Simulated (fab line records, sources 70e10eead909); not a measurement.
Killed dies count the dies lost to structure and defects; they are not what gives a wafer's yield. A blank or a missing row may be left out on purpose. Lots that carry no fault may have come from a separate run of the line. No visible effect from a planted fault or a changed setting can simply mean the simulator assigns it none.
fab line records	flow nand-harc
record: lots: 14	wafers: 42	last-day: 24
route steps=1159 shown P_STI@90 P_GATE@122
lots with no fault: from the same line, run without faults
start-h: start of the lot's first displayed wafer, in hours after the record's first day	wait-h: how many hours have passed since the lot's step before this one	" identical to the entry in the row above	L1.1+2: several wafers, shown together as one row	- no value, or no start given	* or withheld: withheld	< > ~ a bound
route shown NAME@n: NAME is a module with steps in the file, n the number in the route of the first one	usual: mean/standard deviation taken from wafers without a fault	same: alike in all rows	chamber/n: place in a boat	sites: readings site by site	_std_site: their standard deviation	_edge_site: inner sites' mean taken away from outer sites' mean	radius-mm: for every site, how far away it sits from the centre of the wafer	mask NAME#n: copy n	behind: the most recent tool/chamber to have shaped the wafer	hold: the reason the lot was held/the length of the hold in hours/how it ended	device: whichever transistor did not switch (one of n, p or np)	end of line: the same wafers' tests at the end of the route	for a step that has no rows: nothing shown but its recipe	killed: dies lost to structure and defects at the first sort, not the wafer's yield	map: a wafer's dies, marking killed ones x, the rest . and places with no die _
set.NAME: the setting as run; set.NAME@STEP: as run at that earlier step	model.NAME: the simulator's own value behind a step, which no gauge read
a sample of lots followed through the steps of the route, with each step as a table and each wafer as a row
services: from which hour (start-h, from the record's first day; less than 0 if before it) a tool's chamber was out of use, for how many hours, and why
== steps ==
step: NHARC_P_STI_ETCH_15
recipe: target-depth-a: 3000	taper-deg: 4	time-s: 100.1	hbr-flow-sccm: 150	cl2-flow-sccm: 50	rf-w: 400	icp-w: 400	bias-w: 100	chemistry: HBr/Cl2
usual: bias-w: 100.0/0.33	chamber-pressure-mTorr: 14.997/0.013	drypump-motor-current-A: 5.7/0.56	oes-product-au: 1.000/0.011	throttle-valve-pct: 26.406/0.0099
lot.wafer	tool	chamber	start-h	wait-h	bias-w	chamber-pressure-mTorr	drypump-motor-current-A	oes-product-au	rf-hours-counter-h	throttle-valve-pct
L177.2	rie-si-06	2	35.57	-	99.7	14.976	5.7	1.010	0.1	26.424
L177.1	"	3	"	"	99.8	14.995	5.8	0.998	0.2	26.427
L177.5	"	2	"	"	100.1	15.013	5.7	1.010	-	26.410
L179.1	rie-si-04	0	47.51	-	100.1	14.991	6.4	0.997	0.8	26.406
L179.2	"	2	"	"	100.0	14.991	6.6	1.002	0.8	26.424
L179.6	"	0	"	"	100.5	15.000	6.3	1.004	-	26.401
L181.3	rie-si-06	0	59.72	-	100.7	14.995	5.9	1.005	0.4	26.394
L181.4	"	1	"	"	99.7	15.020	5.3	0.999	0.3	26.409
L181.1	"	3	"	"	100.2	14.991	5.8	0.998	0.4	26.408
L183.4	rie-si-02	1	71.76	-	99.8	14.982	5.6	0.989	0.3	26.393
L183.3	"	0	"	"	99.7	14.999	5.5	1.010	0.2	26.394
L183.6	"	2	"	"	99.8	14.985	5.7	0.995	-	26.395
L184.2	rie-si-06	3	77.36	-	99.7	15.007	5.8	1.011	0.6	26.414
L184.1	"	0	"	"	99.4	15.004	5.8	1.006	0.6	26.390
L184.6	"	3	"	"	100.4	14.985	5.8	1.003	-	26.421
L186.1	rie-si-04	2	89.25	-	99.3	15.005	6.6	0.995	1.1	26.403
L186.2	"	3	"	"	100.4	14.976	6.4	0.998	1.1	26.402
L186.6	"	1	"	"	99.6	15.022	4.8	0.985	-	26.417
L187.4	rie-si-06	1	95.35	-	100.4	15.001	5.3	1.001	0.6	26.407
L187.3	"	2	"	"	99.8	14.976	5.7	1.019	0.7	26.412
L187.1	"	3	"	"	100.6	14.994	5.8	1.011	0.7	26.399
L190.2	rie-si-02	2	114.84	-	99.5	15.010	5.7	0.999	0.6	26.390
L190.4	"	0	"	"	99.5	14.976	5.5	1.014	0.5	26.407
L190.5	"	2	"	"	99.7	15.002	5.7	0.999	-	26.403
L192.2	rie-si-06	2	125.91	-	100.6	14.985	5.7	1.026	0.9	26.421
L192.4	"	3	"	"	99.7	15.014	5.8	1.003	0.9	26.416
L192.6	"	2	"	"	100.6	15.004	5.7	1.014	-	26.385
L195.4	rie-si-04	0	145.94	-	100.1	14.982	6.3	0.987	0.2	26.413
L195.6	"	3	"	"	100.0	14.985	6.4	0.991	-	26.421
L195.5	"	0	"	"	100.2	15.003	6.4	0.990	-	26.404
L196.4	rie-si-04	3	152.67	-	99.9	15.006	6.4	1.000	0.3	26.410
L196.3	"	1	"	"	99.7	14.993	4.8	0.989	0.2	26.402
L196.6	"	2	"	"	100.7	14.987	6.6	0.994	-	26.418
L197.2	rie-si-02	1	152.83	-	100.1	15.009	5.6	1.005	1.0	26.415
L197.1	"	2	"	"	99.9	14.998	5.6	1.014	0.8	26.419
L197.6	"	0	"	"	99.8	14.983	5.5	1.025	-	26.399
L199.3	rie-si-04	0	168.49	-	100.2	15.033	6.3	0.994	0.5	26.415
L199.2	"	1	"	"	100.3	15.016	4.8	1.000	0.4	26.412
L199.6	"	1	"	"	100.0	14.980	4.8	0.992	-	26.405
L200.4	rie-si-02	0	173.97	-	100.7	15.020	5.5	1.008	1.0	26.398
L200.2	"	1	"	"	100.0	15.005	5.6	1.002	1.2	26.403
L200.6	"	2	"	"	100.4	14.998	5.7	1.019	-	26.425
step: NHARC_P_GATE_CD_MEAS_11
recipe: target-cd-nm: 1640	landing-energy-ev: 500
usual: cd-nm: 1639.9/1.8
lot.wafer	tool	chamber	start-h	wait-h	cd-nm
L177.1	cd-sem-02	0	75.67	-	1639.5
L177.2	"	0	"	"	1640.3
L177.5	"	0	"	"	1637.7
L179.1	cd-sem-02	0	80.39	-	1640.2
L179.2	"	0	"	"	1639.4
L179.6	"	0	"	"	1640.9
L181.1	cd-sem-02	0	97.31	-	1640.9
L181.3	"	0	"	"	1643.4
L181.4	"	0	"	"	1644.0
L183.3	cd-sem-01	0	109.91	-	1636.8
L183.4	"	0	"	"	1637.0
L183.6	"	0	"	"	1637.1
L184.1	cd-sem-03	0	118.13	-	1638.8
L184.2	"	0	"	"	1640.5
L184.6	"	0	"	"	1640.1
L186.1	cd-sem-02	0	123.95	-	1640.5
L186.2	"	0	"	"	1641.1
L186.6	"	0	"	"	1641.6
L187.1	cd-sem-03	0	135.73	-	1638.6
L187.3	"	0	"	"	1638.9
L187.4	"	0	"	"	1637.2
L192.2	cd-sem-03	0	154.02	-	1642.1
L192.4	"	0	"	"	1639.5
L192.6	"	0	"	"	1639.2
L190.2	cd-sem-03	0	154.06	-	1639.7
L190.4	"	0	"	"	1643.5
L190.5	"	0	"	"	1640.6
L195.4	cd-sem-01	0	184.72	-	1638.4
L195.5	"	0	"	"	1636.3
L195.6	"	0	"	"	1636.0
L197.1	cd-sem-02	0	192.10	-	1640.9
L197.2	"	0	"	"	1638.2
L197.6	"	0	"	"	1639.3
L196.3	cd-sem-02	0	192.27	-	1637.2
L196.4	"	0	"	"	1639.6
L196.6	"	0	"	"	1639.5
L200.2	cd-sem-02	0	206.39	-	1641.8
L200.4	"	0	"	"	1641.1
L200.6	"	0	"	"	1640.6
L199.2	cd-sem-01	0	206.43	-	1638.9
L199.3	"	0	"	"	1636.8
L199.6	"	0	"	"	1638.9
step: NHARC_P_GATE_ETCH_104
recipe: target-depth-a: 600	time-s: withheld	cf4-flow-sccm: 100	chf3-flow-sccm: 30	ar-flow-sccm: 0	rf-w: 500	bias-w: 200	chemistry: CF4/CHF3
usual: bias-w: 200.1/0.66	cf4-flow-sccm: 100.0/0.33	drypump-motor-current-A: 5.87/0.24	oes-product-au: 0.943/0.02	rf-vpp-V: 370.2/2.5	showerhead-plenum-p-Torr: 1.56/0.07	throttle-valve-pct: 16.803/0.0097
lot.wafer	tool	chamber	start-h	wait-h	bias-w	cf4-flow-sccm	drypump-motor-current-A	oes-product-au	rf-vpp-V	showerhead-plenum-p-Torr	throttle-valve-pct
L177.1	rie-diel-07	3	90.89	0.1	200.4	100.0	5.69	0.941	368.1	1.51	16.814
L177.2	"	0	"	"	200.0	100.3	5.97	0.946	371.0	1.61	16.812
L177.5	"	0	"	"	200.2	100.4	6.01	0.954	372.3	1.61	16.799
L179.1	rie-diel-03	2	96.80	0.1	200.3	99.3	6.28	0.926	366.4	1.48	16.792
L179.2	"	0	"	"	199.7	99.7	5.83	0.921	370.7	1.58	16.805
L179.6	"	3	"	"	200.8	100.1	6.17	0.940	371.5	1.58	16.804
L181.3	rie-diel-07	1	110.96	0.1	201.1	99.7	5.66	0.918	375.4	1.69	16.811
L181.4	"	2	"	"	201.2	100.5	5.94	0.929	368.5	1.51	16.809
L181.1	"	0	"	"	200.2	100.0	5.99	0.930	371.6	1.61	16.824
L183.4	rie-diel-01	2	124.13	0.1	199.9	100.4	6.21	0.980	367.9	1.52	16.802
L183.3	"	3	"	"	199.7	99.9	5.25	0.955	367.8	1.48	16.811
L183.6	"	1	"	"	200.0	99.7	5.82	0.973	369.5	1.54	16.834
L184.1	rie-diel-03	0	133.90	0.1	201.0	100.3	5.82	0.959	370.5	1.57	16.816
L184.2	"	2	"	"	200.5	100.0	6.30	0.972	368.2	1.48	16.796
L184.6	"	1	"	"	201.7	100.4	6.06	0.968	367.9	1.47	16.808
L186.1	rie-diel-07	0	138.22	0.1	199.9	99.5	5.87	0.923	372.5	1.61	16.790
L186.2	"	1	"	"	201.1	100.5	5.64	0.905	374.0	1.69	16.822
L186.6	"	2	"	"	199.8	100.1	5.94	0.921	368.7	1.51	16.809
L187.4	rie-diel-07	0	149.97	0.1	-	-	-	-	-	-	-
L187.3	"	1	"	"	-	-	-	-	-	-	-
L187.1	"	3	"	"	-	-	-	-	-	-	-
L192.2	rie-diel-07	1	167.81	0.1	-	-	-	-	-	-	-
L192.4	"	0	"	"	-	-	-	-	-	-	-
L192.6	"	2	"	"	-	-	-	-	-	-	-
L190.2	rie-diel-07	2	168.44	0.1	200.3	100.4	5.94	0.950	369.1	1.51	16.785
L190.4	"	3	"	"	200.6	99.1	5.67	0.946	368.0	1.51	16.803
L190.5	"	3	"	"	200.9	99.6	5.69	0.945	369.5	1.51	16.813
L195.4	rie-diel-07	3	199.14	0.1	199.4	100.2	5.72	0.962	368.8	1.51	16.809
L195.5	"	2	"	"	200.2	100.5	5.95	0.964	368.4	1.51	16.811
L195.6	"	3	"	"	199.2	99.9	5.71	0.961	368.1	1.51	16.809
L197.2	rie-diel-03	3	207.95	0.1	200.8	99.9	6.16	0.952	370.6	1.57	16.806
L197.1	"	2	"	"	200.5	99.5	6.31	0.968	368.3	1.48	16.799
L197.6	"	3	"	"	200.8	99.9	6.16	0.950	370.6	1.57	16.818
L196.4	rie-diel-03	0	208.46	0.1	199.2	99.9	5.84	0.921	370.4	1.57	16.804
L196.3	"	1	"	"	198.7	99.2	6.07	0.929	367.5	1.47	16.814
L196.6	"	0	"	"	200.1	100.4	5.83	0.917	371.5	1.57	16.811
L199.2	rie-diel-07	1	221.39	0.1	200.9	100.0	5.65	0.913	374.3	1.68	16.798
L199.3	"	3	"	"	199.2	100.0	5.71	0.914	369.2	1.51	16.813
L199.6	"	2	"	"	199.2	100.0	5.93	0.935	368.6	1.50	16.811
L200.2	rie-diel-07	0	221.81	0.1	200.8	99.8	5.99	0.934	372.4	1.60	16.809
L200.4	"	1	"	"	201.5	99.8	5.67	0.924	373.2	1.68	16.806
L200.6	"	0	"	"	200.1	99.8	5.99	0.928	372.0	1.60	16.799
step: NHARC_P_GATE_STRIP_108
recipe: o2-flow-sccm: 500	ar-flow-sccm: 0	bias-w: 0	chemistry: O2
usual: drypump-motor-current-A: 5.90/0.23	oes-product-au: 0.995/0.0095	rf-vpp-V: 57.7/0.88	showerhead-plenum-p-Torr: 3.49/0.16	throttle-valve-pct: 17.038/0.0096
lot.wafer	tool	chamber	start-h	wait-h	drypump-motor-current-A	oes-product-au	rf-hours-counter-h	rf-vpp-V	showerhead-plenum-p-Torr	throttle-valve-pct
L177.2	rie-diel-01	2	91.51	-	6.20	0.998	44	57.4	3.42	17.031
L177.1	"	1	"	"	5.85	1.015	37	58.2	3.46	17.022
L177.5	"	3	"	"	5.26	0.994	-	57.7	3.34	17.042
L179.2	rie-diel-07	2	97.55	-	5.95	0.996	9	56.2	3.39	17.033
L179.1	"	0	"	"	5.96	1.006	10	58.5	3.61	17.047
L179.6	"	3	"	"	5.75	0.986	-	56.7	3.39	17.035
L181.1	rie-diel-07	1	111.55	-	5.67	0.993	9	60.8	3.78	17.048
L181.3	"	2	"	"	5.97	1.007	11	57.6	3.38	17.030
L181.4	"	3	"	"	5.72	1.001	12	58.8	3.39	17.051
L183.4	rie-diel-03	1	124.86	-	6.08	1.000	20	57.3	3.30	17.035
L183.3	"	0	"	"	5.84	0.993	30	57.5	3.53	17.024
L183.6	"	2	"	"	6.33	1.002	-	57.1	3.32	17.026
L184.1	rie-diel-03	0	134.46	-	5.83	0.978	33	57.8	3.53	17.033
L184.2	"	1	"	"	6.10	0.994	22	57.9	3.30	17.037
L184.6	"	2	"	"	6.29	1.007	-	56.8	3.32	17.022
L186.1	rie-diel-07	1	138.86	-	5.67	0.980	13	58.0	3.78	17.029
L186.2	"	3	"	"	5.72	1.000	17	58.3	3.38	17.016
L186.6	"	1	"	"	5.69	0.983	-	59.1	3.78	17.045
L187.3	rie-diel-07	1	150.52	-	5.68	0.977	15	58.0	3.78	17.051
L187.4	"	2	"	"	5.95	0.990	17	58.0	3.38	17.035
L187.1	"	3	"	"	5.70	0.997	18	57.3	3.38	17.057
L192.4	rie-diel-07	3	168.36	-	5.72	0.999	20	57.2	3.38	17.039
L192.2	"	0	"	"	5.95	1.002	19	58.2	3.60	17.036
L192.6	"	3	"	"	5.71	0.989	-	57.7	3.38	17.043
L190.2	rie-diel-03	0	168.99	-	5.83	0.981	48	58.2	3.52	17.047
L190.4	"	2	"	"	6.34	1.006	43	57.9	3.32	17.035
L190.5	"	1	"	"	6.06	1.002	-	56.8	3.30	17.034
L195.4	rie-diel-03	3	199.74	-	6.19	0.979	-	59.3	3.52	17.037
L195.5	"	1	"	"	6.09	1.001	-	58.0	3.29	17.041
L195.6	"	2	"	"	6.30	0.987	-	57.4	3.31	17.033
L197.1	rie-diel-07	3	208.53	-	5.73	0.992	26	57.1	3.38	17.050
L197.2	"	0	"	"	5.94	1.008	26	58.2	3.60	17.034
L197.6	"	2	"	"	5.96	1.000	-	56.6	3.38	17.049
L196.3	rie-diel-07	1	208.99	-	5.65	0.988	23	58.9	3.77	17.055
L196.4	"	2	"	"	5.95	1.006	25	57.9	3.38	17.045
L196.6	"	1	"	"	5.67	0.980	-	56.4	3.78	17.036
L199.2	rie-diel-07	2	221.98	-	5.97	1.012	28	60.0	3.38	17.032
L199.3	"	3	"	"	5.70	0.998	29	57.3	3.38	17.038
L199.6	"	1	"	"	5.70	0.980	-	57.8	3.77	17.040
L200.2	rie-diel-07	1	222.43	-	5.68	0.979	27	57.8	3.77	17.045
L200.4	"	2	"	"	5.95	1.012	28	57.2	3.38	17.034
L200.6	"	0	"	"	5.93	1.006	-	57.7	3.60	17.035
== services ==
tool	chamber	start-h	hours	kind
rie-diel-07	1	22.13	47.9	repair
rie-diel-07	0	30.62	-	clean
rie-diel-07	2	30.62	-	clean
rie-si-02	-	34.00	9.0	pm
rie-diel-03	-	38.30	9.0	pm
rie-diel-07	-	51.22	9.0	pm
rie-diel-03	-	54.75	1.4	repair
rie-diel-01	0	63.09	3.3	repair
rie-si-02	3	70.12	1.6	repair
rie-diel-03	1	84.83	17.2	repair
rie-si-04	-	88.69	0.4	repair
rie-si-04	-	99.00	9.0	pm
rie-si-02	3	103.57	2.4	repair
rie-si-06	2	106.36	11.1	repair
rie-diel-07	2	113.00	2.9	repair
rie-si-02	-	116.11	0.3	repair
rie-si-04	-	120.10	0.9	repair
rie-si-04	3	134.95	9.2	repair
rie-diel-01	-	137.85	9.0	pm
rie-si-06	-	183.00	9.0	pm
rie-diel-07	3	195.50	2.0	repair
rie-diel-01	0	202.67	1.4	repair
rie-si-02	-	211.00	9.0	pm
rie-diel-03	-	215.30	9.0	pm
== key ==
first-sign: step: NHARC_P_GATE_ETCH_104	reading: tool-record	direction: missing
effect none on later readings
met-at NHARC_P_GATE_ETCH_104
struck-lots L187,L192
later-rows-left-out L187.1,L187.3,L187.4,L192.2,L192.4,L192.6
sort-left-out L187.1,L187.3,L187.4,L192.2,L192.4,L192.6
tester-left-out L187,L192
not-acting-at NHARC_P_STI_ETCH_15,NHARC_P_GATE_CD_MEAS_11,NHARC_P_GATE_STRIP_108
onset-between 138.22 149.97
fault: kind: skipped-step-whole	tool: rie-diel-07	chamber: -	onset-h: 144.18	steps: NHARC_P_GATE_ETCH_104	scope: struck-lots-only
tester-left-out: of these lots the tester's yield and bins aren't shown, on N5 and GAA mostly nor the transistor test; their killed dies are dies lost to structure and defects alone, not to doping, threshold or leakage, so they don't give the yield
sort-left-out: the simulated sort isn't trusted on such a fault, so these wafers' sort isn't shown, and their yield isn't known
later-rows-left-out: the simulator's readings of these wafers behind a module that went badly wrong aren't trusted and aren't shown, but for the sort
